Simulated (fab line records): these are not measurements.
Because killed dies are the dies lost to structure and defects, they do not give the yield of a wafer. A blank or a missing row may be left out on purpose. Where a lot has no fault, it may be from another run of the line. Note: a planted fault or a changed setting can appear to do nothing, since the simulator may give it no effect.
Code-filled problem report in 8D (eight disciplines) form :: flow n5-finfet :: the parts of the form that need people (team, actions taken, sign-off) are left out

## 1. WHAT WENT WRONG
Mean EOT_P at N5_BEOL_M4_RC_MEAS_101: 11.00 over 2 wafers in 2 lots; fault-free wafers: 10.48, standard deviation 0.094. Relative to the usual mean, that is a shift of +5.5 standard deviations.
Seen first at day 11 05:07 on prober-01, wafer L756.2. Wafers with a number at this step in the record: 30, from 10 lots. By rule, "out" or "out of limits" means more than 4 standard deviations away from the usual mean. Any other wafer with a number is counted as sound.

## 2. WHAT IT IS, AND WHAT IT ISN'T
question: which readings at this step
is: EOT_P, EOT_N
is not: DIBL_N, DIBL_P, IOFF_N, IOFF_P, ION_N, ION_P, SS_N, SS_P, VT_N, VT_P

question: which lots
is: L756, L758
is not: L744, L745, L746, L747, L750, L757, L761, L765

question: which wafers of those lots
is: L756.2, L758.6
is not: L756.3, L756.5, L758.3, L758.4

question: read on which gauges
is: prober-01, prober-02
is not: -

question: when
is: from day 11 05:07
is not: up to then (17 sound wafers); but 11 sound wafers of L757, L758, L761, L765 came after

## 3. THE SUSPECTS, EACH WITH WHAT RULES IT OUT
Counting: any tool at a process step up to the reading remains a suspect provided it ran every lot that is out. Sound lots after the first of them don't rule it out here, since some wafers of a struck lot are sound.
- the gauge at N5_BEOL_M4_RC_MEAS_101 is ruled out. 2 gauges (prober-01, prober-02) read the wafers that are out.
- rie-diel-03 at N5_HKMG_FIN_DESCUM_53 (chemistry O2, time 7.9 s): kept. Every lot that is out went through it, the first being L756 (day 7 13:52); the last sound lot it ran before that was L746 (day 5 04:14).
- thermal-cvd-si-01 at N5_HKMG_FIN_CVD_62 (deposits a-Si from Si2H6, target thk 3 nm, time 20.8 s): kept. Every lot that is out went through it, the first being L756 (day 7 15:42); the last sound lot it ran before that was L750 (day 6 04:10). Out on those wafers are its own readings of susceptor-temp-C.
- thermal-cvd-si-01, N5_HKMG_FIN_CVD_62: wafers that are out in chamber 2, sound lot-mates in chambers 0, 1.
After counting, rie-diel-03 at N5_HKMG_FIN_DESCUM_53 and thermal-cvd-si-01 at N5_HKMG_FIN_CVD_62 remain.

## 4. THE CAUSE (what the simulator had put in)
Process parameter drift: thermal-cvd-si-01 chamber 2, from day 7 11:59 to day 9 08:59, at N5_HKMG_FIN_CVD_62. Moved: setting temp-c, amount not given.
Of the 2 suspects that counting leaves, this tool is one.

## 5. THE CHAIN OF EFFECTS, in route order
Each row: a reading whose mean over the struck wafers that have a number lies more than 3 standard deviations from the usual. Only readings for which the record gives a usual standard deviation are gone through. hours: the time from each lot's start at the first step in this table that gives one to its start at this step, as a median over the lots. sigmas: the change in usual standard deviations.
hours: 0
step: N5_HKMG_FIN_CVD_62
reading: susceptor-temp-C
usual: 500.00 C
on struck wafers: 462.49
change: -37.51
sigmas: -99 or more

hours: 88
step: N5_BEOL_M4_RC_MEAS_101
reading: EOT_N
usual: 10.53
on struck wafers: 11.04
change: +0.51
sigmas: +5.4

hours: 88
step: N5_BEOL_M4_RC_MEAS_101
reading: EOT_P
usual: 10.48
on struck wafers: 11.00
change: +0.52
sigmas: +5.5
The process steps in it:
- N5_HKMG_FIN_CVD_62: deposits a-Si from Si2H6, target thk 3 nm, time 20.8 s.

## 6. HOW IT WOULD HAVE BEEN CAUGHT EARLIER
In this record the first reading out of limits at a measuring or inspecting step was taken at day 11 05:07, 89 hours after the fault began at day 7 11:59.
Tool's own readings at N5_HKMG_FIN_CVD_62, susceptor-temp-C: out on all struck wafers the step has rows for; an alarm limit on them would have tripped on the first.
Each of the lots that are out, 2 in all, had begun N5_HKMG_FIN_CVD_62 on thermal-cvd-si-01 no later than day 11 05:07. Tool hold at that time: it would have spared none of them.
